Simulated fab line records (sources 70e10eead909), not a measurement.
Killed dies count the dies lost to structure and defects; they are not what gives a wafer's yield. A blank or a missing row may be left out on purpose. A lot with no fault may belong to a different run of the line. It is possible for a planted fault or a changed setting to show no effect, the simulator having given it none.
Matching of chambers    flow nand_harc    4 sister chambers for NHARC_A_DECK1_JOINT_CMP_02 on cmp-01
The step polishes SiOx. 4 wafers are shown with their chamber, then 7 later ones without.

== WAFERS WITH THEIR CHAMBER ==
wafer   chamber  motor_current_A (A)
L902.4  1        11.4
L903.1  3        13.0
L905.3  0        12.1
L905.4  2        12.6

== WAFERS WITHOUT THEIR CHAMBER ==
wafer   motor_current_A (A)
L905.5  12.5
L906.3  13.5
L906.4  12.7
L906.6  12.7
L920.2  11.2
L920.3  13.4
L920.5  13.6

== EACH ONE'S CHAMBER ==
wafer   from the rows above           in truth
L905.5  can't be placed: 2 or 0 or 3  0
L906.3  can't be placed: 3 or 2       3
L906.4  can't be placed: 2 or 3 or 0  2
L906.6  can't be placed: 2 or 3 or 0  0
L920.2  1                             1
L920.3  can't be placed: 3 or 2       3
L920.5  can't be placed: 3 or 2       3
Placed correctly: 1 of 7. These rows do not allow placing 6 (true chamber among the candidates in 6). 0 placed wrongly.
How it was worked out, from the rows above alone: a wafer's distance from a chamber is the root of the sum, over the readings, of the square of ((its reading less the chamber's mean) divided by the reading's scatter). If the next closest chamber is less than 2 further off than the closest, the wafer can't be placed; otherwise it belongs to the closest. A chamber's mean is the mean of its shown wafers. The scatter: with one shown wafer a chamber, the root of the mean of the squares of how far each hidden wafer lies from its nearest shown one.
